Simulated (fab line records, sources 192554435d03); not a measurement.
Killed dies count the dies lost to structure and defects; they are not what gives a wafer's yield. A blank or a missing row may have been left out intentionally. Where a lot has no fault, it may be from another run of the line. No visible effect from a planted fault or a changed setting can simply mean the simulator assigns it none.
The tool behind it: which one? / flow n5-finfet / 9 lots, 27 wafers sampled, at 6 steps of a route of 1938

== WHAT THE GAUGES READ, wafer by wafer ==
N5_WELL_APT_INSPECT_10: inspects for defects (macro). Usual: raw-defect-count 2.0, standard deviation 1.5.
lot=L556; measured=day 2 01:40; on=defect-inspect-02; raw-defect-count=2 0 2; flag=
lot=L558; measured=day 2 14:06; on=defect-inspect-01; raw-defect-count=2 4 2; flag=
lot=L560; measured=day 3 01:55; on=defect-inspect-01; raw-defect-count=2 1 3; flag=
lot=L563; measured=day 3 19:52; on=defect-inspect-01; raw-defect-count=1 2 1; flag=
lot=L567; measured=day 4 20:11; on=defect-inspect-01; raw-defect-count=3 3 0; flag=
lot=L568; measured=day 5 02:03; on=defect-inspect-01; raw-defect-count=1 2 4; flag=
lot=L573; measured=day 6 07:47; on=defect-inspect-01; raw-defect-count=2 1 0; flag=
lot=L574; measured=day 6 13:52; on=defect-inspect-01; raw-defect-count=3 2 0; flag=
lot=L577; measured=day 7 07:46; on=defect-inspect-01; raw-defect-count=3 2 0; flag=

N5_PMOS_HMC_CHANNEL_EPI_OVL_MEAS_10. Usual: for PMOS_HMC_BLK_OVL the level is 0.0 nm and the standard deviation is 0.88.
lot=L556; measured=day 2 05:04; on=overlay-01; PMOS_HMC_BLK_OVL (nm)=-0.5 -1.1 0.0; flag=
lot=L558; measured=day 2 17:34; on=overlay-02; PMOS_HMC_BLK_OVL (nm)=0.5 -1.4 -0.7; flag=
lot=L560; measured=day 3 05:12; on=overlay-01; PMOS_HMC_BLK_OVL (nm)=0.7 0.9 0.9; flag=
lot=L563; measured=day 3 23:29; on=overlay-02; PMOS_HMC_BLK_OVL (nm)=-0.6 0.3 -1.3; flag=
lot=L567; measured=day 4 23:28; on=overlay-02; PMOS_HMC_BLK_OVL (nm)=-1.8 -0.5 -1.2; flag=
lot=L568; measured=day 5 05:53; on=overlay-02; PMOS_HMC_BLK_OVL (nm)=-0.4 0.4 -0.6; flag=
lot=L573; measured=day 6 11:10; on=overlay-02; PMOS_HMC_BLK_OVL (nm)=0.4 0.3 -0.1; flag=
lot=L574; measured=day 6 17:34; on=overlay-01; PMOS_HMC_BLK_OVL (nm)=0.3 -0.2 0.2; flag=
lot=L577; measured=day 7 11:31; on=overlay-02; PMOS_HMC_BLK_OVL (nm)=1.0 0.6 1.3; flag=

N5_PMOS_HMC_CHANNEL_EPI_THK_MEAS_22. Usual: for HMC_CMP_THK the level is 53.7 nm and the standard deviation is 0.8.
lot=L556; measured=day 2 07:59; on=film-metro-02; HMC_CMP_THK (nm)=54.4 54.5 54.4; flag=
lot=L558; measured=day 2 20:53; on=film-metro-01; HMC_CMP_THK (nm)=54.8 54.3 53.9; flag=
lot=L560; measured=day 3 08:01; on=film-metro-02; HMC_CMP_THK (nm)=54.5 55.3 54.5; flag=
lot=L563; measured=day 4 02:12; on=film-metro-01; HMC_CMP_THK (nm)=54.1 53.7 54.3; flag=
lot=L567; measured=day 5 02:01; on=film-metro-02; HMC_CMP_THK (nm)=45.6 45.5 45.5; flag=OFF
lot=L568; measured=day 5 08:59; on=film-metro-01; HMC_CMP_THK (nm)=45.5 46.4 46.2; flag=OFF
lot=L573; measured=day 6 13:53; on=film-metro-02; HMC_CMP_THK (nm)=54.2 53.7 53.5; flag=
lot=L574; measured=day 6 20:08; on=film-metro-02; HMC_CMP_THK (nm)=53.6 54.1 53.4; flag=
lot=L577; measured=day 7 13:50; on=film-metro-01; HMC_CMP_THK (nm)=52.0 52.2 52.6; flag=

N5_BEOL_M4_RC_MEAS_101. Usual: CJ_P 5.83, standard deviation 0.18; DIBL_N 36.3 mV/V, standard deviation 1.6; DIBL_P 36.4 mV/V, standard deviation 2.1; IOFF_N 0.16 nA/um, standard deviation 0.032; IOFF_P 0.22 nA/um, standard deviation 0.044; ION_N 675 uA/um, standard deviation 12; ION_P 463 uA/um, standard deviation 8.3; SS_N 71.6 mV/dec, standard deviation 0.64; SS_P 73.3 mV/dec, standard deviation 0.67; VT_N 250 mV, standard deviation 3.3; VT_P -250 mV, standard deviation 3.7.
lot=L556; measured=day 9 17:16; on=prober-01; CJ_P=5.59 5.67 5.69; DIBL_N (mV/V)=37.6 35.8 35.0; DIBL_P (mV/V)=38.7 35.3 35.0; IOFF_N (nA/um)=0.17 0.13 0.12; IOFF_P (nA/um)=0.21 0.16 0.16; ION_N (uA/um)=675 672 666; ION_P (uA/um)=462 452 455; SS_N (mV/dec)=72.0 71.6 70.9; SS_P (mV/dec)=73.9 72.1 72.7; VT_N (mV)=248 252 252; VT_P (mV)=-250 -256 -255; flag=
lot=L558; measured=day 10 02:59; on=prober-01; CJ_P=5.75 5.74 5.89; DIBL_N (mV/V)=36.7 36.5 37.5; DIBL_P (mV/V)=36.5 36.4 37.5; IOFF_N (nA/um)=0.17 0.16 0.18; IOFF_P (nA/um)=0.22 0.20 0.22; ION_N (uA/um)=675 664 682; ION_P (uA/um)=470 455 469; SS_N (mV/dec)=71.0 71.4 72.1; SS_P (mV/dec)=73.9 72.9 74.1; VT_N (mV)=248 251 248; VT_P (mV)=-249 -251 -248; flag=
lot=L560; measured=day 10 15:55; on=prober-01; CJ_P=5.67 5.46 5.62; DIBL_N (mV/V)=35.5 35.7 34.7; DIBL_P (mV/V)=36.4 36.0 34.5; IOFF_N (nA/um)=0.16 0.15 0.13; IOFF_P (nA/um)=0.22 0.21 0.18; ION_N (uA/um)=679 668 663; ION_P (uA/um)=465 457 451; SS_N (mV/dec)=71.4 71.8 71.7; SS_P (mV/dec)=73.5 72.9 73.5; VT_N (mV)=248 251 253; VT_P (mV)=-251 -248 -250; flag=
lot=L563; measured=day 11 17:00; on=prober-02; CJ_P=5.76 5.85 5.82; DIBL_N (mV/V)=35.4 37.9 36.7; DIBL_P (mV/V)=35.7 38.7 37.3; IOFF_N (nA/um)=0.15 0.21 0.18; IOFF_P (nA/um)=0.18 0.23 0.20; ION_N (uA/um)=665 697 674; ION_P (uA/um)=457 468 454; SS_N (mV/dec)=71.2 71.7 71.2; SS_P (mV/dec)=72.8 74.1 73.0; VT_N (mV)=251 246 249; VT_P (mV)=-254 -250 -251; flag=
lot=L567; measured=day 13 03:26; on=prober-01; CJ_P=6.35 6.30 6.46; DIBL_N (mV/V)=33.4 35.7 36.9; DIBL_P (mV/V)=34.5 36.7 39.1; IOFF_N (nA/um)=0.13 0.16 0.19; IOFF_P (nA/um)=0.18 0.21 0.25; ION_N (uA/um)=657 672 668; ION_P (uA/um)=442 448 453; SS_N (mV/dec)=71.0 71.3 72.0; SS_P (mV/dec)=72.6 73.5 74.0; VT_N (mV)=252 250 247; VT_P (mV)=-250 -250 -248; flag=OFF
lot=L568; measured=day 13 12:34; on=prober-02; CJ_P=6.35 6.32 6.37; DIBL_N (mV/V)=35.9 38.0 36.0; DIBL_P (mV/V)=34.5 38.0 35.3; IOFF_N (nA/um)=0.14 0.19 0.15; IOFF_P (nA/um)=0.18 0.23 0.19; ION_N (uA/um)=661 675 661; ION_P (uA/um)=442 456 448; SS_N (mV/dec)=72.3 71.3 71.9; SS_P (mV/dec)=73.1 73.3 73.3; VT_N (mV)=251 246 251; VT_P (mV)=-250 -249 -250; flag=
lot=L573; measured=day 14 05:22; on=prober-02; CJ_P=5.75 5.73 5.79; DIBL_N (mV/V)=34.3 34.8 33.7; DIBL_P (mV/V)=32.5 33.8 31.3; IOFF_N (nA/um)=0.10 0.12 0.09; IOFF_P (nA/um)=0.13 0.14 0.12; ION_N (uA/um)=642 676 651; ION_P (uA/um)=435 460 442; SS_N (mV/dec)=70.7 71.0 70.2; SS_P (mV/dec)=72.8 73.8 71.9; VT_N (mV)=257 253 258; VT_P (mV)=-258 -256 -259; flag=
lot=L574; measured=day 14 09:46; on=prober-01; CJ_P=5.68 5.81 5.74; DIBL_N (mV/V)=34.4 35.5 38.4; DIBL_P (mV/V)=34.3 36.6 40.4; IOFF_N (nA/um)=0.15 0.17 0.24; IOFF_P (nA/um)=0.21 0.25 0.32; ION_N (uA/um)=678 699 690; ION_P (uA/um)=465 479 468; SS_N (mV/dec)=71.0 72.3 72.9; SS_P (mV/dec)=72.0 73.0 74.0; VT_N (mV)=246 247 243; VT_P (mV)=-247 -246 -243; flag=
lot=L577; measured=day 16 21:25; on=prober-01; CJ_P=6.13 6.13 6.01; DIBL_N (mV/V)=35.7 37.1 35.8; DIBL_P (mV/V)=34.9 36.6 35.0; IOFF_N (nA/um)=0.15 0.17 0.15; IOFF_P (nA/um)=0.21 0.23 0.21; ION_N (uA/um)=665 670 680; ION_P (uA/um)=459 462 463; SS_N (mV/dec)=71.9 72.6 72.4; SS_P (mV/dec)=72.9 73.0 72.9; VT_N (mV)=250 248 253; VT_P (mV)=-250 -248 -251; flag=

== WHICH TOOL RAN EACH LOT (tool, then ch and the chambers of the sampled wafers, then the start) ==
lot=L556; N5_ZERO_LAYER_STRIP_24=plasma-asher-01 ch 0,1, day 2 00:58; N5_PMOS_HMC_CHANNEL_EPI_FIN_RECESS_16=rie-si-05 ch 0,2,3, day 2 05:46
lot=L558; N5_ZERO_LAYER_STRIP_24=plasma-asher-01 ch 0,1, day 2 13:22; N5_PMOS_HMC_CHANNEL_EPI_FIN_RECESS_16=rie-si-03 ch 0,3, day 2 18:49
lot=L560; N5_ZERO_LAYER_STRIP_24=plasma-asher-01 ch 0,1, day 3 01:05; N5_PMOS_HMC_CHANNEL_EPI_FIN_RECESS_16=rie-si-04 ch 2,3, day 3 05:49
lot=L563; N5_ZERO_LAYER_STRIP_24=plasma-asher-01 ch 0,1, day 3 19:01; N5_PMOS_HMC_CHANNEL_EPI_FIN_RECESS_16=rie-si-05 ch 0,2, day 3 23:59
lot=L567; N5_ZERO_LAYER_STRIP_24=plasma-asher-02 ch 0,1, day 4 19:21; N5_PMOS_HMC_CHANNEL_EPI_FIN_RECESS_16=rie-si-05 ch 0,3, day 5 00:13
lot=L568; N5_ZERO_LAYER_STRIP_24=plasma-asher-02 ch 0,1, day 5 01:21; N5_PMOS_HMC_CHANNEL_EPI_FIN_RECESS_16=rie-si-05 ch 0,1,2, day 5 06:43
lot=L573; N5_ZERO_LAYER_STRIP_24=plasma-asher-01 ch 0,1, day 6 07:03; N5_PMOS_HMC_CHANNEL_EPI_FIN_RECESS_16=rie-si-03 ch 0,2,3, day 6 11:41
lot=L574; N5_ZERO_LAYER_STRIP_24=plasma-asher-01 ch 0,1, day 6 13:02; N5_PMOS_HMC_CHANNEL_EPI_FIN_RECESS_16=rie-si-03 ch 0,1,2, day 6 18:20
lot=L577; N5_ZERO_LAYER_STRIP_24=plasma-asher-01 ch 0,1, day 7 07:02; N5_PMOS_HMC_CHANNEL_EPI_FIN_RECESS_16=rie-si-04 ch 0,1, day 7 12:01
- N5_ZERO_LAYER_STRIP_24: strips in O2.
- N5_PMOS_HMC_CHANNEL_EPI_FIN_RECESS_16: chemistry HBr/Cl2, target Si, target depth 54 nm, time 18 s.

== WHAT THE TOOLS THEMSELVES READ (means of the sampled wafers that have a number; where no wafer has one, the mark that the record gives instead) ==
N5_ZERO_LAYER_STRIP_24. Usual: chamber-pressure-mTorr 1000.1 mTorr, standard deviation 0.92; drypump-motor-current-A 5.85 A, standard deviation 0.061; heater-power-w 316 W, standard deviation 31; oes-product-au 0.648 a.u., standard deviation 0.0044; strip-time-to-endpoint-s 43.87 s, standard deviation 0.09.
lot=L556; tool=plasma-asher-01; chamber-pressure-mTorr (mTorr)=999.1; drypump-motor-current-A (A)=5.90; heater-power-w (W)=322; oes-product-au (a.u.)=0.650; strip-time-to-endpoint-s (s)=43.86; flag=
lot=L558; tool=plasma-asher-01; chamber-pressure-mTorr (mTorr)=1000.3; drypump-motor-current-A (A)=5.89; heater-power-w (W)=330; oes-product-au (a.u.)=0.647; strip-time-to-endpoint-s (s)=43.80; flag=
lot=L560; tool=plasma-asher-01; chamber-pressure-mTorr (mTorr)=1000.5; drypump-motor-current-A (A)=5.88; heater-power-w (W)=339; oes-product-au (a.u.)=0.648; strip-time-to-endpoint-s (s)=43.94; flag=
lot=L563; tool=plasma-asher-01; chamber-pressure-mTorr (mTorr)=1000.1; drypump-motor-current-A (A)=5.89; heater-power-w (W)=347; oes-product-au (a.u.)=0.647; strip-time-to-endpoint-s (s)=43.99; flag=
lot=L567; tool=plasma-asher-02; chamber-pressure-mTorr (mTorr)=1001.5; drypump-motor-current-A (A)=5.81; heater-power-w (W)=289; oes-product-au (a.u.)=0.651; strip-time-to-endpoint-s (s)=43.82; flag=
lot=L568; tool=plasma-asher-02; chamber-pressure-mTorr (mTorr)=1000.6; drypump-motor-current-A (A)=5.80; heater-power-w (W)=304; oes-product-au (a.u.)=0.650; strip-time-to-endpoint-s (s)=43.97; flag=
lot=L573; tool=plasma-asher-01; chamber-pressure-mTorr (mTorr)=999.7; drypump-motor-current-A (A)=5.91; heater-power-w (W)=323; oes-product-au (a.u.)=0.648; strip-time-to-endpoint-s (s)=43.89; flag=
lot=L574; tool=plasma-asher-01; chamber-pressure-mTorr (mTorr)=1000.1; drypump-motor-current-A (A)=5.85; heater-power-w (W)=343; oes-product-au (a.u.)=0.645; strip-time-to-endpoint-s (s)=43.94; flag=
lot=L577; tool=plasma-asher-01; chamber-pressure-mTorr (mTorr)=1000.3; drypump-motor-current-A (A)=5.89; heater-power-w (W)=327; oes-product-au (a.u.)=0.648; strip-time-to-endpoint-s (s)=43.79; flag=

N5_PMOS_HMC_CHANNEL_EPI_FIN_RECESS_16. Usual: chamber-pressure-mTorr 10.000 mTorr, standard deviation 0.0088; drypump-motor-current-A 5.8 A, standard deviation 0.38; oes-product-au 0.998 a.u., standard deviation 0.017; rf-fwd-power-W 795.6 W, standard deviation 2.7; throttle-valve-pct 35.48 %, standard deviation 0.25.
lot=L556; tool=rie-si-05; chamber-pressure-mTorr (mTorr)=10.002; drypump-motor-current-A (A)=6.2; oes-product-au (a.u.)=1.004; rf-fwd-power-W (W)=795.5; throttle-valve-pct (%)=35.42; flag=
lot=L558; tool=rie-si-03; chamber-pressure-mTorr (mTorr)=10.008; drypump-motor-current-A (A)=6.1; oes-product-au (a.u.)=1.021; rf-fwd-power-W (W)=794.0; throttle-valve-pct (%)=35.22; flag=
lot=L560; tool=rie-si-04; chamber-pressure-mTorr (mTorr)=9.998; drypump-motor-current-A (A)=5.5; oes-product-au (a.u.)=0.993; rf-fwd-power-W (W)=798.6; throttle-valve-pct (%)=35.44; flag=
lot=L563; tool=rie-si-05; chamber-pressure-mTorr (mTorr)=10.006; drypump-motor-current-A (A)=6.2; oes-product-au (a.u.)=0.996; rf-fwd-power-W (W)=793.1; throttle-valve-pct (%)=35.45; flag=
lot=L567; tool=rie-si-05; chamber-pressure-mTorr (mTorr)=10.000; drypump-motor-current-A (A)=6.4; oes-product-au (a.u.)=0.991; rf-fwd-power-W (W)=-; throttle-valve-pct (%)=35.57; flag=OFF
lot=L568; tool=rie-si-05; chamber-pressure-mTorr (mTorr)=10.007; drypump-motor-current-A (A)=5.9; oes-product-au (a.u.)=0.992; rf-fwd-power-W (W)=-; throttle-valve-pct (%)=35.39; flag=OFF
lot=L573; tool=rie-si-03; chamber-pressure-mTorr (mTorr)=10.001; drypump-motor-current-A (A)=6.0; oes-product-au (a.u.)=1.010; rf-fwd-power-W (W)=798.7; throttle-valve-pct (%)=35.19; flag=
lot=L574; tool=rie-si-03; chamber-pressure-mTorr (mTorr)=10.001; drypump-motor-current-A (A)=5.8; oes-product-au (a.u.)=0.996; rf-fwd-power-W (W)=795.7; throttle-valve-pct (%)=35.31; flag=
lot=L577; tool=rie-si-04; chamber-pressure-mTorr (mTorr)=9.992; drypump-motor-current-A (A)=5.8; oes-product-au (a.u.)=0.997; rf-fwd-power-W (W)=794.4; throttle-valve-pct (%)=35.94; flag=

== THE ANSWER, worked out from the rows above alone ==
Rule: lot off if the mean of its wafers having a number is beyond 3 standard deviations from the usual mean. A lot without any number at a reading at which 4 lots or more have one is off too. All remaining lots with rows at the step are treated as sound. After the gauges, taken in route order, come the tools' own readings; for these a lot's mean is taken, as printed above. At the first step where some lot is off, the reading lying furthest off is the one used; lots without a number count as furthest.
Off: L567, L568, at N5_PMOS_HMC_CHANNEL_EPI_THK_MEAS_22 (HMC_CMP_THK).
A tool fits if, at a process step before that reading, it ran every lot that is off, and no sound lot after the first of them. The gauges at N5_PMOS_HMC_CHANNEL_EPI_THK_MEAS_22 aren't tried: what is off there is off at N5_PMOS_HMC_CHANNEL_EPI_FIN_RECESS_16 too, on other tools, and a gauge's error can't cause that. 2 tools fit, plasma-asher-02 at N5_ZERO_LAYER_STRIP_24 and rie-si-05 at N5_PMOS_HMC_CHANNEL_EPI_FIN_RECESS_16, so this cannot tell which one it is.

== WHAT THE SIMULATOR PUT IN ==
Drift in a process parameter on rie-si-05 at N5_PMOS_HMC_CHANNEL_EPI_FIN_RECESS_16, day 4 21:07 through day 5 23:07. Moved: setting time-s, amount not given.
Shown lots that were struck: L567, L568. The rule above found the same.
